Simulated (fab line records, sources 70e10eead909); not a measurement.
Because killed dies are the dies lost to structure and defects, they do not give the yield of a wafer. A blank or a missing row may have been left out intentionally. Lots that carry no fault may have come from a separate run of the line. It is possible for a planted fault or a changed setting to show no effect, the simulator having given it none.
Which of the tools did it? | flow nand-harc | 13 lots with 39 wafers sampled at 5 steps, on a route of 1302 steps

## WHAT THE GAUGES READ, wafer by wafer
NHARC_A_BONDPAD_THK_MEAS_20: measures by xrf. Usual: thk-nm at 170.0 nm, with a standard deviation of 1.4.
lot  | measured     | on            | thk-nm (nm)       | flag
L822 | day 23 06:28 | film-metro-02 | 170.8 166.7 168.7 |
L824 | day 23 19:22 | film-metro-02 | 169.5 170.2 168.7 |
L827 | day 24 18:22 | film-metro-02 | 170.3 170.5 169.7 |
L828 | day 25 21:13 | film-metro-01 | 172.1 172.3 172.1 |
L826 | day 25 22:26 | film-metro-01 | 169.5 170.2 171.3 |
L830 | day 26 15:56 | film-metro-01 | 169.5 169.7 168.6 |
L829 | day 26 15:41 | film-metro-01 | 169.8 169.7 169.4 |
L831 | day 27 13:47 | film-metro-02 | 168.3 169.6 170.3 |
L832 | day 28 06:10 | film-metro-02 | 171.7 172.1 172.0 |
L834 | day 28 07:23 | film-metro-02 | 168.9 172.7 172.0 |
L833 | day 29 08:16 | film-metro-01 | 171.8 169.1 170.4 |
L835 | day 29 08:46 | film-metro-01 | 170.2 170.3 169.8 |
L843 | day 32 06:34 | film-metro-02 | 169.5 169.3 172.7 |

NHARC_END_SORT_01. Usual: killed-at-array 61, standard deviation 26; killed-at-other 0.8, standard deviation 1.1; killed-at-periphery 4.0, standard deviation 2.6; killed-dies 66, standard deviation 26; killed-open 3.1, standard deviation 1.7; killed-short 2.5, standard deviation 1.5.
lot  | measured     | on        | killed-at-array | killed-at-other | killed-at-periphery | killed-dies | killed-open | killed-short | flag
L835 | day 30 16:12 | prober-02 | 180 104 172     | 1 0 0           | 5 5 3               | 186 109 175 | 4 4 0       | 2 1 3        | OFF

## TOOL THAT RAN EACH LOT (tool first, then ch and the chambers of the sampled wafers, then the start)
lot  | NHARC_A_STAIRCASE_TRIM_233         | NHARC_A_BONDPAD_CMP_19        | NHARC_THIN_TSV_CMP_01
L822 | rie-diel-10 ch 0,1,2, day 16 02:28 | cmp-03 ch 1,2,3, day 23 06:10 | cmp-03 ch 0,1, day 23 19:55
L824 | rie-diel-09 ch 1,3, day 16 23:43   | cmp-03 ch 0,2,3, day 23 19:05 | cmp-03 ch 1,3, day 24 06:29
L827 | rie-diel-10 ch 0,2,3, day 18 01:52 | cmp-04 ch 0,2,3, day 24 18:03 | cmp-02 ch 0,1,2, day 25 05:35
L828 | rie-diel-09 ch 0,2,3, day 18 13:43 | cmp-01 ch 0,2,3, day 25 20:53 | cmp-02 ch 0,1,3, day 26 09:35
L826 | rie-diel-09 ch 0,2, day 18 14:34   | cmp-01 ch 0,1,3, day 25 22:08 | cmp-03 ch 2,3, day 26 08:20
L830 | rie-diel-09 ch 0,1,3, day 19 16:11 | cmp-03 ch 0,2,3, day 26 15:37 | cmp-04 ch 2,3, day 27 02:46
L829 | rie-diel-09 ch 1,2,3, day 19 16:16 | cmp-03 ch 0,1,3, day 26 15:26 | cmp-04 ch 0,1,3, day 27 03:59
L831 | rie-diel-02 ch 0,2,3, day 20 12:33 | cmp-01 ch 1,2,3, day 27 13:31 | cmp-04 ch 0,3, day 28 00:55
L832 | rie-diel-02 ch 0,1,3, day 20 21:20 | cmp-01 ch 0,2,3, day 28 05:53 | cmp-02 ch 0,1,2, day 28 18:44
L834 | rie-diel-10 ch 0,1,3, day 20 21:37 | cmp-04 ch 0,2, day 28 07:05   | cmp-02 ch 1,3, day 28 19:55
L833 | rie-diel-02 ch 0,2,3, day 21 01:06 | cmp-01 ch 0,1,3, day 29 08:00 | cmp-02 ch 0,1,2, day 29 19:45
L835 | rie-diel-02 ch 0,3, day 22 06:26   | cmp-04 ch 2,3, day 29 08:28   | cmp-02 ch 0,1, day 29 22:11
L843 | rie-diel-10 ch 1,2,3, day 25 07:52 | cmp-04 ch 1,3, day 32 06:16   | cmp-03 ch 0,1,3, day 32 18:47
- NHARC_A_STAIRCASE_TRIM_233: chemistry O2, time 211.2 s.
- NHARC_A_BONDPAD_CMP_19: polishes, t overpolish 30 s, cu recess touch 16 s, target thk 169.82 nm.
- NHARC_THIN_TSV_CMP_01: polishes.

## AS READ BY THE TOOLS THEMSELVES (means over the sampled wafers that have a number; for cases with no such wafer, the mark the record gives instead)
NHARC_A_STAIRCASE_TRIM_233. Usual: drypump-motor-current-A 6.0 A, standard deviation 0.35; o2-flow-sccm 500.0 sccm, standard deviation 1.4; oes-product-au 1.001 a.u., standard deviation 0.01; rf-vpp-V 57.8 V, standard deviation 1; showerhead-plenum-p-Torr 3.53 Torr, standard deviation 0.13; throttle-valve-pct 17.036 %, standard deviation 0.0093.
lot  | tool        | drypump-motor-current-A (A) | o2-flow-sccm (sccm) | oes-product-au (a.u.) | rf-vpp-V (V) | showerhead-plenum-p-Torr (Torr) | throttle-valve-pct (%) | flag
L822 | rie-diel-10 | 5.5                         | 500.5               | 0.995                 | 57.6         | 3.51                            | 17.036                 |
L824 | rie-diel-09 | 6.0                         | 499.9               | 0.996                 | 57.4         | 3.51                            | 17.039                 |
L827 | rie-diel-10 | 5.9                         | 500.5               | 1.006                 | 58.6         | 3.47                            | 17.041                 |
L828 | rie-diel-09 | 6.0                         | 499.4               | 1.001                 | 56.8         | 3.45                            | 17.040                 |
L826 | rie-diel-09 | 6.1                         | 499.6               | 1.005                 | 58.1         | 3.44                            | 17.036                 |
L830 | rie-diel-09 | 6.0                         | 500.5               | 1.002                 | 57.9         | 3.48                            | 17.029                 |
L829 | rie-diel-09 | 6.1                         | 499.8               | 1.008                 | 57.5         | 3.43                            | 17.039                 |
L831 | rie-diel-02 | 6.0                         | 500.2               | 0.998                 | 58.0         | 3.64                            | 17.047                 |
L832 | rie-diel-02 | 5.8                         | 498.9               | 1.000                 | 58.0         | 3.59                            | 17.038                 |
L834 | rie-diel-10 | 5.7                         | 500.5               | 1.006                 | 57.9         | 3.48                            | 17.036                 |
L833 | rie-diel-02 | 6.0                         | 500.2               | 0.995                 | 57.7         | 3.64                            | 17.031                 |
L835 | rie-diel-02 | 5.7                         | 499.8               | 1.000                 | 58.1         | 3.51                            | 17.041                 |
L843 | rie-diel-10 | 5.7                         | 501.7               | 1.001                 | 57.1         | 3.48                            | 17.041                 |

NHARC_A_BONDPAD_CMP_19. Usual: motor-current-A 11.8 A, standard deviation 1.8; overpolish-run-s 29.999 s, standard deviation 0.0091.
lot  | tool   | motor-current-A (A) | overpolish-run-s (s) | flag
L822 | cmp-03 | 11.6                | 29.995               |
L824 | cmp-03 | 12.4                | 30.000               |
L827 | cmp-04 | 10.8                | 30.001               |
L828 | cmp-01 | 12.5                | 29.999               |
L826 | cmp-01 | 11.8                | 30.003               |
L830 | cmp-03 | 12.9                | 30.000               |
L829 | cmp-03 | 13.7                | 30.008               |
L831 | cmp-01 | 12.0                | 29.999               |
L832 | cmp-01 | 12.7                | 29.990               |
L834 | cmp-04 | 10.5                | 29.994               |
L833 | cmp-01 | 11.4                | 29.992               |
L835 | cmp-04 | 12.1                | 30.003               |
L843 | cmp-04 | 12.3                | 30.011               |

NHARC_THIN_TSV_CMP_01. Usual: motor-current-A at 12.1 A, with a standard deviation of 1.7.
lot  | tool   | motor-current-A (A) | flag
L822 | cmp-03 | 14.1                |
L824 | cmp-03 | 12.8                |
L827 | cmp-02 | 12.0                |
L828 | cmp-02 | 12.5                |
L826 | cmp-03 | 12.0                |
L830 | cmp-04 | 12.1                |
L829 | cmp-04 | 11.1                |
L831 | cmp-04 | 11.1                |
L832 | cmp-02 | 11.9                |
L834 | cmp-02 | 13.5                |
L833 | cmp-02 | 12.0                |
L835 | cmp-02 | 12.2                |
L843 | cmp-03 | 13.5                |

## THE ANSWER, worked out from the rows above alone
Rule: a lot counts as off when the mean over its wafers that have a number is more than 3 standard deviations away from the usual mean. A lot without any number at a reading at which 4 lots or more have one is off too. The other lots that the step has rows for count as sound. The gauges are gone through in route order, then the tools' own readings, and for those a lot's mean is taken as printed above. The first step at which some lot is off is used, and at that step the reading that is off furthest; a lot without a number counts as furthest.
Off, at NHARC_END_SORT_01 on killed-at-array: L835. Neither off nor sound, because the step has no rows for them: L822, L824, L827, L828, L826, L830, L829, L831, L832, L834, L833, L843.
A tool fits if, at a process step before that reading, it ran every lot that is off, and no sound lot after the first of them. Gauges at NHARC_END_SORT_01: tried the same way as those tools. Can't be told from this: 4 tools fit, rie-diel-02 at NHARC_A_STAIRCASE_TRIM_233, cmp-04 at NHARC_A_BONDPAD_CMP_19, cmp-02 at NHARC_THIN_TSV_CMP_01, prober-02 at NHARC_END_SORT_01.

## WHAT THE SIMULATOR HAD PUT IN
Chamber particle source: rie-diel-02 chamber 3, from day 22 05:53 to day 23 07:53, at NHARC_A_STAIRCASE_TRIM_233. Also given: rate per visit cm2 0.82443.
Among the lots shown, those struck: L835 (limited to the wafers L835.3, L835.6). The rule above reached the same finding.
